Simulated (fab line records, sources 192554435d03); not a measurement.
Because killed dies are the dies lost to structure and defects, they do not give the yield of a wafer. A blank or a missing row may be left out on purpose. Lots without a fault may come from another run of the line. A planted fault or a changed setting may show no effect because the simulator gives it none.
Chamber matching ; flow n5-finfet ; N5_HKMG_FIN_ETCH_31 on rie-diel-04: 4 sister chambers
The step etches SiARC in CF4, target depth 45.5 nm, time 75.8 s. 4 wafers are shown with their chamber, then 8 later ones without.

EACH WAFER AND ITS CHAMBER
wafer;chamber;drypump-motor-current-A (A)
L088.5;1;5.8
L092.6;0;5.0
L094.5;3;6.3
L093.3;2;6.2

WAFERS MISSING THEIR CHAMBER
wafer;drypump-motor-current-A (A)
L093.4;6.3
L093.5;5.8
L095.1;5.8
L095.2;6.3
L095.5;5.8
L096.1;4.9
L096.2;6.3
L096.6;5.8

CHAMBER TAKEN BY EACH
wafer;from the rows above;in truth
L093.4;3;3
L093.5;1;1
L095.1;1;1
L095.2;3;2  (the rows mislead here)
L095.5;1;1
L096.1;0;0
L096.2;3;3
L096.6;1;1
7 of 8 placed correctly. Number that these rows cannot place: 0. 1 placed wrongly.
How it was worked out, from the rows above alone: a wafer's distance from a chamber is the root of the sum, over the readings, of the square of ((its reading less the chamber's mean) divided by the reading's scatter). The wafer belongs to the nearest chamber; if the next one is less than 2 further off, it can't be placed. The mean given for a chamber averages the wafers shown for that chamber. The scatter: with one shown wafer a chamber, the root of the mean of the squares of how far each hidden wafer lies from its nearest shown one.
